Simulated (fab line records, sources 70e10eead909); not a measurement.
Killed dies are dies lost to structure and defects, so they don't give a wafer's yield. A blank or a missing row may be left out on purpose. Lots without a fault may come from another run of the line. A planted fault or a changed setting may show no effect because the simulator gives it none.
fab line records | flow nand_harc
record lots=6 wafers=18 last_day=25
route steps=1159 shown A_CHANNEL_HOLE_D1@484 A_CHANNEL_FILL_D1@490 END@1159
lots that met no fault: from a run of the same line without faults
start_h: hours from the record's first day to the start of the lot's first wafer shown | wait_h: hours since the lot's step before | " the same as in the row above | L1.1+2: a row that stands for several wafers | - no value, or no start given | * or withheld: withheld | < > ~ a bound
route shown NAME@n: a module of which the file shows steps, and the number in the route of the first | usual: mean/standard deviation of fault-free wafers | same: alike in all rows | chamber/n: place in a boat | sites: the reading at each site | _std_site: their standard deviation | _edge_site: outer sites' mean less inner sites' | radius_mm: how far each site lies from the wafer's centre | mask NAME#n: copy n | behind: the tool/chamber that last shaped the wafer | hold: why the lot was held/for how many hours/how that ended | device: the transistor (n, p or np) that didn't switch | end of line: the same wafers' tests at the end of the route | a step without rows: its recipe alone | killed: dies lost to structure and defects at the first sort, not the wafer's yield | map: a wafer's dies, x killed, . not, _ none there
set.NAME: the setting as run; set.NAME@STEP: as run at that earlier step | model.NAME: the simulator's own value behind a step, which no gauge read
lots at some steps of the route; a table a step, a row a wafer
services: from which hour (start_h, from the record's first day; less than 0 if before it) a tool's chamber was out of use, for how many hours, and why
## steps
# step NHARC_A_CHANNEL_HOLE_D1_STRIP_27
# recipe o2_flow_sccm=500 ar_flow_sccm=0 bias_w=0 chemistry=O2
# usual drypump_motor_current_A=5.7/0.44 oes_product_au=0.996/0.01 rf_vpp_V=57.7/0.77 showerhead_plenum_p_Torr=3.51/0.14 throttle_valve_pct=17.036/0.0095
# columns lot.wafer tool chamber start_h wait_h drypump_motor_current_A oes_product_au rf_hours_counter_h rf_vpp_V showerhead_plenum_p_Torr throttle_valve_pct
L179.4 rie_diel-10 1 - - 5.9 0.986 2 58.0 3.34 17.030
L179.2 " 3 " " 6.1 0.995 2 57.8 3.53 17.047
L179.5 " 0 " " 6.3 1.004 - 57.6 3.71 17.043
L180.1 rie_diel-10 2 - - 5.3 0.985 2 57.4 3.59 17.048
L180.2 " 0 " " 6.3 0.988 2 57.7 3.71 17.040
L180.6 " 1 " " 5.9 0.975 - 58.9 3.34 17.042
L190.4 rie_diel-10 2 - - 5.3 0.983 6 58.8 3.59 17.034
L190.2 " 3 " " 6.0 0.998 4 57.3 3.53 17.033
L190.1 " 1 " " 5.9 0.983 6 57.3 3.33 17.036
L193.2 rie_diel-10 0 - - 6.3 1.002 7 57.2 3.71 17.025
L193.5 " 1 " " 5.9 0.984 - 58.7 3.33 17.049
L193.6 " 2 " " 5.3 0.986 - 57.0 3.59 17.028
L197.3 rie_diel-07 0 - - 5.1 1.001 5 57.9 3.53 17.034
L197.6 " 0 " " 5.1 0.994 - 57.8 3.53 17.036
L197.5 " 1 " " 5.4 0.996 - 56.3 3.34 17.043
L198.1 rie_diel-10 3 - - 6.1 1.013 7 58.3 3.53 17.034
L198.2 " 0 " " 6.3 1.009 7 58.4 3.71 17.025
L198.4 " 2 " " 5.3 0.998 9 58.3 3.59 17.032
# step NHARC_A_CHANNEL_HOLE_D1_PRECLEAN_28
# recipe time_s=* temp_c=50 bath_age_min=0 chemistry=SC1
# step NHARC_A_CHANNEL_HOLE_D1_SRD_29
# step NHARC_A_CHANNEL_HOLE_D1_CD_MEAS_30
# usual cd_nm=89.8/1.2
# columns lot.wafer tool chamber start_h wait_h cd_nm
L179.2 cd_sem-02 - 204.27 - 87.8
L179.4 " - " " 90.5
L179.5 " - " " 89.6
L180.1 cd_sem-02 - 209.24 - 90.0
L180.2 " - " " 90.0
L180.6 " - " " 90.0
L190.1 cd_sem-03 - 268.16 - 88.2
L190.2 " - " " 92.3
L190.4 " - " " 90.5
L193.2 cd_sem-02 - 288.78 - 89.3
L193.5 " - " " 89.3
L193.6 " - " " 90.1
L197.3 cd_sem-02 - 307.40 - 88.7
L197.5 " - " " 89.3
L197.6 " - " " 90.7
L198.1 cd_sem-03 - 322.48 - 88.5
L198.2 " - " " 90.3
L198.4 " - " " 91.8
# step NHARC_A_CHANNEL_HOLE_D1_XSEM_31
# recipe landing_energy_ev=35000
# usual bot_cd_nm=74.2/1.4 bow_nm=8.59/0.24 tilt_deg=0.07/0.037
# columns lot.wafer tool chamber start_h wait_h bot_cd_nm bow_nm tilt_deg
L179.2 xsem-02 0 204.37 0.1 71.9 8.64 0.07
L179.4 " 0 " " 74.5 8.63 0.07
L179.5 " 0 " " 73.3 8.62 0.07
L180.1 xsem-01 0 209.33 0.1 75.0 8.82 0.09
L180.2 " 0 " " 75.5 8.80 0.09
L180.6 " 0 " " 74.5 8.82 0.09
L190.1 xsem-02 0 268.25 0.1 72.3 8.56 0.06
L190.2 " 0 " " 76.2 8.55 0.06
L190.4 " 0 " " 74.6 8.60 0.06
L193.2 xsem-01 0 288.87 0.1 74.7 8.65 0.06
L193.5 " 0 " " 75.3 8.60 0.06
L193.6 " 0 " " 75.8 8.58 0.06
L197.3 xsem-01 0 307.49 0.1 72.6 8.97 0.09
L197.5 " 0 " " 72.4 8.88 0.09
L197.6 " 0 " " 74.1 8.88 0.09
L198.1 xsem-01 0 322.56 0.1 72.3 8.35 0.12
L198.2 " 0 " " 73.9 8.42 0.12
L198.4 " 0 " " 76.2 8.36 0.12
# step NHARC_A_CHANNEL_HOLE_D1_INSPECT_40
# usual raw_defect_count=62/16
# columns lot.wafer tool chamber start_h wait_h raw_defect_count
L179.2 defect_inspect-01 - 204.46 - 77
L179.4 " - " " 61
L179.5 " - " " 44
L180.1 defect_inspect-02 - 209.42 - 46
L180.2 " - " " 55
L180.6 " - " " 44
L190.1 defect_inspect-01 - 268.35 - 57
L190.2 " - " " 64
L190.4 " - " " 92
L193.2 defect_inspect-02 - 288.97 - 61
L193.5 " - " " 53
L193.6 " - " " 48
L197.3 defect_inspect-01 - 307.58 - 59
L197.5 " - " " 53
L197.6 " - " " 30
L198.1 defect_inspect-01 - 322.66 - 43
L198.2 " - " " 56
L198.4 " - " " 47
# step NHARC_A_CHANNEL_FILL_D1_PRECLEAN_00
# recipe time_s=* temp_c=50 bath_age_min=0 chemistry=SC1
# step NHARC_A_CHANNEL_FILL_D1_SRD_01
# step NHARC_A_CHANNEL_FILL_D1_ALD_02
# recipe target_thk_a=60 pulse_time_s=10 ald_cycles=60 temp_c=300 material=SiO2
# usual ald_cycles=60/0 heater_power_outer_w=268/31 heater_power_w=463/45 precursor_pulse_height_rel=1.000/0.02 susceptor_temp_C=300.02/0.2
# columns lot.wafer tool chamber start_h wait_h ald_cycles heater_power_outer_w heater_power_w precursor_pulse_height_rel susceptor_temp_C
L179.4 ald_hk-01 2 204.91 - 60 237 412 1.001 299.79
L179.2 " 0 " " 60 229 407 1.016 300.15
L179.5 " 1 " " 60 286 514 1.001 299.91
L180.2 ald_hk-02 2 209.76 - 60 255 455 0.992 299.81
L180.1 " 3 " " 60 291 452 1.005 299.79
L180.6 " 1 " " 60 276 491 1.027 300.04
L190.1 ald_hk-01 3 268.69 - 60 322 524 0.971 300.10
L190.2 " 0 " " 60 227 409 0.979 300.17
L190.4 " 1 " " 60 278 502 1.027 299.89
L193.2 ald_hk-01 0 289.42 - 60 224 392 1.002 300.03
L193.6 " 2 " " 60 234 408 0.954 300.26
L193.5 " 3 " " 60 323 528 1.016 299.71
L197.3 ald_hk-01 0 307.92 - 60 228 395 0.986 299.59
L197.5 " 2 " " 60 245 395 1.007 299.95
L197.6 " 3 " " 60 312 528 1.005 299.85
L198.1 ald_hk-02 1 324.82 - 60 263 459 1.000 300.00
L198.2 " 3 " " 60 302 487 0.988 299.77
L198.4 " 0 " " 60 252 453 1.013 299.57
# step NHARC_A_CHANNEL_FILL_D1_ALD_03
# recipe target_thk_a=60 pulse_time_s=60 ald_cycles=58 temp_c=630 pressure_torr=2 material=SiNx
# step NHARC_A_CHANNEL_FILL_D1_ALD_14
# recipe target_thk_a=25 pulse_time_s=10 ald_cycles=25 temp_c=300 material=SiO2
# usual ald_cycles=25/0 heater_power_outer_w=268/30 heater_power_w=465/40 precursor_pulse_height_rel=1.001/0.021 susceptor_temp_C=300.03/0.18
# columns lot.wafer tool chamber start_h wait_h ald_cycles heater_power_outer_w heater_power_w precursor_pulse_height_rel susceptor_temp_C
L179.2 ald_hk-01 0 211.48 0.1 25 227 397 0.957 300.18
L179.4 " 2 " " 25 238 410 1.021 300.00
L179.5 " 3 " " 25 342 551 0.977 300.34
L180.2 ald_hk-03 0 216.79 0.2 25 287 504 1.004 299.80
L180.1 " 2 " " 25 238 415 0.995 300.02
L180.6 " 3 " " 25 249 441 1.012 299.67
L190.2 ald_hk-02 0 275.07 1.4 25 265 472 0.993 300.07
L190.4 " 1 " " 25 278 493 1.021 300.05
L190.1 " 2 " " 25 251 464 1.003 299.71
L193.2 ald_hk-02 1 295.93 0.1 25 258 442 1.047 300.13
L193.6 " 3 " " 25 309 489 1.004 300.11
L193.5 " 0 " " 25 259 449 1.008 299.93
L197.3 ald_hk-01 1 314.85 0.1 25 283 521 0.977 299.93
L197.5 " 3 " " 25 328 536 0.994 300.11
L197.6 " 0 " " 25 222 404 1.011 299.94
L198.1 ald_hk-01 2 332.47 0.7 25 238 421 0.975 -
L198.4 " 3 " " 25 328 534 1.013 -
L198.2 " 0 " " 25 223 401 1.011 -
# step NHARC_A_CHANNEL_FILL_D1_ALD_15
# recipe target_thk_a=20 pulse_time_s=60 ald_cycles=19 temp_c=630 pressure_torr=2 material=SiNx
# usual ald_cycles=19/0 precursor_pulse_height_rel=1.002/0.021 susceptor_temp_C=629.94/0.23
# columns lot.wafer tool chamber start_h wait_h ald_cycles precursor_pulse_height_rel susceptor_temp_C
L179.2 ald_sin_batch-02 0 - - 19 1.008 -
L179.4 " 0 " " 19 1.005 -
L179.5 " 0 " " 19 0.995 -
L180.1 ald_sin_batch-03 0 - - 19 1.026 629.72
L180.2 " 0 " " 19 0.986 629.83
L180.6 " 0 " " 19 1.005 630.17
L190.1 ald_sin_batch-01 0 - - 19 0.965 630.03
L190.2 " 0 " " 19 1.010 630.27
L190.4 " 0 " " 19 0.987 630.01
L193.2 ald_sin_batch-02 0 - - 19 1.028 -
L193.5 " 0 " " 19 0.996 -
L193.6 " 0 " " 19 0.993 -
L197.3 ald_sin_batch-01 0 - - 19 0.979 -
L197.5 " 0 " " 19 0.994 -
L197.6 " 0 " " 19 0.953 -
L198.1 ald_sin_batch-02 0 - - 19 1.024 629.90
L198.2 " 0 " " 19 1.033 629.87
L198.4 " 0 " " 19 0.990 629.73
# step NHARC_A_CHANNEL_FILL_D1_ALD_16
# recipe target_thk_a=15 pulse_time_s=10 ald_cycles=15 temp_c=300 material=SiO2
# usual ald_cycles=15/0 heater_power_outer_w=268/31 heater_power_w=463/42 precursor_pulse_height_rel=1.001/0.018 susceptor_temp_C=300.00/0.18
# columns lot.wafer tool chamber start_h wait_h ald_cycles heater_power_outer_w heater_power_w precursor_pulse_height_rel susceptor_temp_C
L179.4 ald_hk-01 1 216.60 0.0 17 271 524 1.001 300.13
L179.2 " 2 " " 17 231 418 0.977 300.20
L179.5 " 1 " " 17 287 527 1.009 300.13
L180.2 ald_hk-01 2 222.00 0.1 17 237 415 0.990 299.93
L180.1 " 3 " " 17 348 570 1.006 300.00
L180.6 " 1 " " 17 277 526 1.016 299.68
L190.1 ald_hk-03 0 280.03 0.0 15 298 488 0.998 300.09
L190.2 " 1 " " 15 267 451 1.012 300.40
L190.4 " 3 " " 15 252 459 0.976 299.79
L193.2 ald_hk-03 0 304.66 3.7 15 294 494 0.991 299.93
L193.5 " 1 " " 15 265 444 1.007 300.06
L193.6 " 2 " " 15 239 430 1.002 300.26
L197.3 ald_hk-02 2 319.96 0.1 15 255 448 0.968 299.90
L197.5 " 0 " " 15 259 453 1.007 300.16
L197.6 " 1 " " 15 261 458 0.960 300.04
L198.1 ald_hk-01 2 337.64 0.0 15 237 413 0.987 300.07
L198.2 " 3 " " 15 329 523 1.001 300.15
L198.4 " 1 " " 15 284 514 0.990 299.93
# step NHARC_A_CHANNEL_FILL_D1_ANNEAL_17
# recipe temp_c=850 time_s=1800
# step NHARC_END_SORT_01
# recipe temp_c=25
# usual killed_at_array=28/8.6 killed_at_other=0.7/1.2 killed_at_periphery=3.1/2.3 killed_dies=32/8.7 killed_open=3.2/1.7 killed_short=2.0/1.5
# same gross_dies=677
# columns lot.wafer tool chamber start_h wait_h killed_at_array killed_at_other killed_at_periphery killed_dies killed_open killed_short
L179.2 prober-02 0 462.35 4.5 34 0 2 36 5 1
L179.4 prober-02 0 463.96 5.1 36 2 0 38 2 3
L179.5 prober-02 0 464.77 5.4 30 2 3 35 4 2
L180.1 prober-01 0 472.75 2.5 26 0 1 27 2 2
L180.2 prober-01 0 473.56 2.8 38 6 2 46 4 1
L180.6 prober-01 0 476.81 4.1 25 1 3 29 2 3
L190.1 prober-02 0 507.28 2.5 30 0 3 33 1 1
L190.2 prober-02 0 508.08 2.8 30 1 2 33 2 4
L190.4 prober-02 0 509.67 3.4 28 0 0 28 4 2
L193.2 prober-01 0 542.13 2.8 39 0 0 39 3 4
L193.5 prober-01 0 544.55 3.7 27 1 2 30 3 2
L193.6 prober-01 0 545.35 4.0 25 0 2 27 4 0
L197.3 prober-01 0 584.01 3.1 24 0 2 26 4 1
L197.5 prober-01 0 585.60 3.7 29 2 6 37 8 0
L197.6 prober-01 0 586.39 4.0 22 0 3 25 1 0
L198.1 prober-01 0 590.23 2.5 20 0 4 24 3 1
L198.2 prober-01 0 591.04 2.8 18 0 3 21 1 1
L198.4 prober-01 0 592.66 3.4 20 1 3 24 0 2
# killed by level:class
L179.2 A_CHANNEL_HOLE_D1:chamber_film_flake=16 A_SLIT:chamber_film_flake=8 A_CONTACT:chamber_film_flake=3 A_M0:geometric_particle:open=2 P_M1:geometric_particle:open=1 A_WL_FILL:geometric_particle:open=1 A_WL_FILL:geometric_particle:short=1 A_CONTACT:geometric_particle:open=1
L179.4 A_CHANNEL_HOLE_D1:chamber_film_flake=14 A_SLIT:chamber_film_flake=12 A_ZERO_WELL:chamber_film_flake=2 A_STAIRCASE:chamber_film_flake=2 A_ONON_D1:geometric_particle:short=1 A_ONON_D1:geometric_particle:open=1 A_CHANNEL_FILL_D1:geometric_particle:short=1 STARTING-WAFER:geometric_particle:open=1
L179.5 A_CHANNEL_HOLE_D1:chamber_film_flake=13 A_SLIT:chamber_film_flake=7 A_CONTACT:chamber_film_flake=3 A_ONON_D1:geometric_particle:open=2 P_GATE:chamber_film_flake=2 P_CONTACT:geometric_particle:open=1 A_CONTACT:geometric_particle:short=1 A_CONTACT:geometric_particle:open=1
L180.1 A_SLIT:chamber_film_flake=9 A_M1:chamber_film_flake=5 A_CONTACT:chamber_film_flake=3 A_CHANNEL_HOLE_D1:chamber_film_flake=2 A_SGD_CUT:geometric_particle:short=1 A_CONTACT:geometric_particle:open=1 A_BLC:geometric_particle:short=1 A_M1:geometric_particle:open=1
L180.2 A_SLIT:chamber_film_flake=12 A_CONTACT:chamber_film_flake=6 THIN_TSV:chamber_film_flake=6 A_M0:chamber_film_flake=4 A_M1:chamber_film_flake=4 A_STAIRCASE:chamber_film_flake=3 P_GATE:chamber_film_flake=2 A_CHANNEL_HOLE_D1:chamber_film_flake=2
L180.6 A_SLIT:chamber_film_flake=7 A_M0:chamber_film_flake=5 A_CHANNEL_HOLE_D1:chamber_film_flake=3 A_CONTACT:chamber_film_flake=3 P_GATE:chamber_film_flake=2 A_STAIRCASE:chamber_film_flake=2 P_M0:geometric_particle:short=1 A_WL_FILL:geometric_particle:short=1
L190.1 A_CHANNEL_HOLE_D1:chamber_film_flake=22 A_CONTACT:chamber_film_flake=3 P_CONTACT:chamber_film_flake=2 A_WL_FILL:chamber_film_flake=2 A_ONON_D1:geometric_particle:short=1 A_M0:geometric_particle:open=1 P_ZERO_WELL:chamber_film_flake=1 A_STAIRCASE:chamber_film_flake=1
L190.2 A_CHANNEL_HOLE_D1:chamber_film_flake=20 A_CONTACT:chamber_film_flake=4 P_M1:geometric_particle:short=1 A_ONON_D1:geometric_particle:open=1 A_CHANNEL_HOLE_D1:geometric_particle:short=1 A_WL_FILL:geometric_particle:short=1 A_CONTACT:geometric_particle:short=1 THIN_TSV:geometric_particle:open=1
L190.4 A_CHANNEL_HOLE_D1:chamber_film_flake=22 A_ONON_D1:geometric_particle:open=1 A_STAIRCASE:geometric_particle:open=1 A_SGD_CUT:geometric_particle:open=1 A_SGD_CUT:geometric_particle:short=1 A_CONTACT:geometric_particle:open=1 A_M1:geometric_particle:short=1
L193.2 A_SLIT:chamber_film_flake=16 A_CONTACT:chamber_film_flake=8 A_CHANNEL_HOLE_D1:chamber_film_flake=4 A_STAIRCASE:chamber_film_flake=4 A_ONON_D1:geometric_particle:short=2 A_ONON_D1:geometric_particle:open=1 A_CHANNEL_FILL_D1:geometric_particle:short=1 A_WL_FILL:geometric_particle:open=1
L193.5 A_SLIT:chamber_film_flake=10 A_CHANNEL_HOLE_D1:chamber_film_flake=7 A_ONON_D1:geometric_particle:open=3 A_CONTACT:chamber_film_flake=3 A_STAIRCASE:chamber_film_flake=2 P_STI:geometric_particle:short=1 A_ONON_D1:geometric_particle:short=1 P_STI:chamber_film_flake=1
L193.6 A_SLIT:chamber_film_flake=14 A_CHANNEL_HOLE_D1:chamber_film_flake=6 P_ZERO_WELL:chamber_film_flake=2 A_ONON_D1:geometric_particle:open=1 A_CHANNEL_FILL_D1:geometric_particle:open=1 A_M0:geometric_particle:open=1 A_M1:geometric_particle:open=1 A_CONTACT:chamber_film_flake=1
L197.3 A_CHANNEL_HOLE_D1:chamber_film_flake=8 A_M1:chamber_film_flake=4 A_BLC:geometric_particle:open=3 A_CONTACT:chamber_film_flake=3 A_STAIRCASE:chamber_film_flake=2 A_SLIT:chamber_film_flake=2 P_STI:geometric_particle:short=1 A_CHANNEL_FILL_D1:geometric_particle:open=1
L197.5 A_CHANNEL_HOLE_D1:chamber_film_flake=8 A_STAIRCASE:chamber_film_flake=5 A_CONTACT:chamber_film_flake=4 A_SLIT:chamber_film_flake=3 A_CHANNEL_HOLE_D1:geometric_particle:open=2 A_CONTACT:geometric_particle:open=2 P_M0:chamber_film_flake=2 A_ZERO_WELL:chamber_film_flake=2
L197.6 A_CHANNEL_HOLE_D1:chamber_film_flake=7 A_STAIRCASE:chamber_film_flake=5 A_WL_FILL:chamber_film_flake=3 P_GATE:chamber_film_flake=2 A_SLIT:chamber_film_flake=2 A_M1:chamber_film_flake=2 A_CONTACT:geometric_particle:open=1 P_M0:chamber_film_flake=1
L198.1 A_CHANNEL_HOLE_D1:chamber_film_flake=8 A_SLIT:chamber_film_flake=3 A_CONTACT:chamber_film_flake=3 P_M0:chamber_film_flake=2 A_STAIRCASE:chamber_film_flake=2 P_M0:geometric_particle:open=1 A_ONON_D1:geometric_particle:open=1 A_CHANNEL_FILL_D1:geometric_particle:open=1
L198.2 A_CHANNEL_HOLE_D1:chamber_film_flake=7 A_CONTACT:chamber_film_flake=7 P_M0:chamber_film_flake=2 A_SLIT:chamber_film_flake=2 A_ONON_D1:geometric_particle:open=1 A_CHANNEL_FILL_D1:geometric_particle:short=1 P_ZERO_WELL:chamber_film_flake=1
L198.4 A_CHANNEL_HOLE_D1:chamber_film_flake=7 A_SLIT:chamber_film_flake=7 A_CONTACT:chamber_film_flake=4 P_M2:chamber_film_flake=2 A_ONON_D1:geometric_particle:short=1 STARTING-WAFER:geometric_particle:short=1 P_ZERO_WELL:chamber_film_flake=1 A_STAIRCASE:chamber_film_flake=1
## services
# columns tool chamber start_h hours kind
rie_diel-10 0 185.50 - clean
rie_diel-10 1 185.50 - clean
rie_diel-10 2 185.50 - clean
rie_diel-07 0 189.71 6.5 repair
rie_diel-10 3 206.26 4.2 repair
rie_diel-10 3 216.83 24.6 repair
ald_hk-01 - 228.00 10.0 pm
ald_hk-01 0 228.00 10.0 vent_cycle
ald_hk-01 1 228.00 10.0 vent_cycle
ald_hk-01 2 228.00 10.0 vent_cycle
ald_hk-01 3 228.00 10.0 vent_cycle
rie_diel-07 - 228.21 9.0 pm
ald_hk-03 - 228.71 0.3 repair
rie_diel-10 0 232.81 11.0 repair
ald_hk-01 0 238.00 - clean
ald_hk-01 1 238.00 - clean
ald_hk-01 2 238.00 - clean
ald_hk-01 3 238.00 - clean
ald_sin_batch-01 - 259.11 3.0 repair
rie_diel-10 0 267.78 12.2 repair
xsem-02 - 302.00 14.0 pm
ald_sin_batch-03 - 314.73 26.0 pm
ald_hk-01 - 319.77 6.8 repair
rie_diel-07 1 324.93 17.9 repair
## key
first_sign step=NHARC_A_CHANNEL_FILL_D1_ALD_16 reading=ald_cycles direction=up sigmas=99+ usual=15 struck=17
effect none on later readings
met_at NHARC_A_CHANNEL_FILL_D1_ALD_16
struck_wafers L179.2,L179.4,L179.5,L180.1,L180.2,L180.6
tester_left_out L179,L180
fault kind=process_parameter_drift tool=ald_hk-01 chamber=- onset_h=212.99 steps=NHARC_A_CHANNEL_FILL_D1_ALD_16 channel=ald_cycles offset=2 shape=step end_h=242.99 acts_in=these_recipes_only stated=15
# tester_left_out: of these lots the tester's yield and bins aren't shown, on N5 and GAA mostly nor the transistor test; their killed dies are dies lost to structure and defects alone, not to doping, threshold or leakage, so they don't give the yield
